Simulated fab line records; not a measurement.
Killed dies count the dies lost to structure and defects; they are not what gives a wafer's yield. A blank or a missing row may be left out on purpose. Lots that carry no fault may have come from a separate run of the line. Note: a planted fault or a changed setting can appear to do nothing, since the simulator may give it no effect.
Chamber matching | flow n5_finfet | N5_BEOL_M1_PECVD_72 on pecvd-04: 3 sister chambers
The step deposits SiO2 from TEOS/O2, target thk 16 nm, time 18 s. 22 wafers are shown with their chamber, then 11 later ones without.

== WAFERS PAIRED WITH THEIR CHAMBERS ==
wafer  | chamber | throttle_valve_pct (%) | showerhead_plenum_p_Torr (Torr) | heater_power_w (W)
L078.1 | 1       | 24.9                   | 8.82                            | 749
L078.3 | 1       | 24.8                   | 8.82                            | 717
L078.5 | 2       | 20.7                   | 8.85                            | 704
L079.3 | 0       | 22.7                   | 8.95                            | 670
L079.5 | 0       | 22.8                   | 8.98                            | 708
L079.6 | 1       | 24.7                   | 8.81                            | 794
L083.1 | 2       | 21.0                   | 8.88                            | 770
L083.4 | 1       | 24.7                   | 8.79                            | 714
L083.6 | 0       | 22.5                   | 8.97                            | 580
L084.1 | 2       | 21.0                   | 8.84                            | 686
L084.2 | 1       | 24.9                   | 8.82                            | 708
L084.4 | 0       | 22.7                   | 8.97                            | 566
L085.2 | 1       | 24.7                   | 8.83                            | 813
L085.3 | 0       | 22.7                   | 8.99                            | 700
L085.6 | 2       | 21.3                   | 8.86                            | 819
L086.1 | 0       | 22.7                   | 8.96                            | 637
L086.4 | 0       | 22.7                   | 8.98                            | 633
L086.6 | 2       | 21.2                   | 8.85                            | 750
L087.2 | 1       | 24.7                   | 8.81                            | 786
L087.3 | 2       | 21.4                   | 8.86                            | 773
L087.5 | 2       | 21.2                   | 8.86                            | 782
L090.1 | 2       | 21.4                   | 8.87                            | 776

SIGNATURES, as means of the wafers listed above
reading                  | chamber 0 | chamber 1 | chamber 2 | scatter within a chamber
throttle_valve_pct       | 22.686    | 24.771    | 21.150    | 0.163
showerhead_plenum_p_Torr | 8.9714    | 8.8143    | 8.8588    | 0.0129
heater_power_w           | 642.00    | 754.43    | 757.50    | 47.3
Rule: a wafer's distance from a chamber is the root of the sum, over the readings, of the square of ((its reading less the chamber's mean) divided by the reading's scatter). The wafer belongs to the nearest chamber; if the next one is less than 2 further off, it can't be placed. The scatter: the root of (the sum of the squares of (reading less its chamber's mean) over the shown wafers, divided by (wafers less chambers)).

== WAFERS WHOSE CHAMBER IS MISSING ==
wafer  | throttle_valve_pct (%) | showerhead_plenum_p_Torr (Torr) | heater_power_w (W)
L090.4 | 24.9                   | 8.84                            | 683
L090.5 | 22.4                   | 8.99                            | 653
L092.1 | 22.7                   | 8.95                            | 689
L092.2 | 21.2                   | 8.87                            | 741
L092.5 | 21.3                   | 8.86                            | 762
L096.1 | 21.4                   | 8.84                            | 815
L096.2 | 22.9                   | 9.00                            | 640
L096.3 | 24.7                   | 8.82                            | 820
L097.4 | 24.7                   | 8.79                            | 791
L097.5 | 21.3                   | 8.85                            | 779
L097.6 | 22.8                   | 8.98                            | 611

== WHICH CHAMBER EACH WENT THROUGH ==
wafer  | from the rows above | in truth
L090.4 | 1                   | 1
L090.5 | 0                   | 0
L092.1 | 0                   | 0
L092.2 | 2                   | 2
L092.5 | 2                   | 2
L096.1 | 2                   | 2
L096.2 | 0                   | 0
L096.3 | 1                   | 1
L097.4 | 1                   | 1
L097.5 | 2                   | 2
L097.6 | 0                   | 0
Correct placement for 11 of the 11. Not placeable from these rows: 0. Placed wrongly: 0.
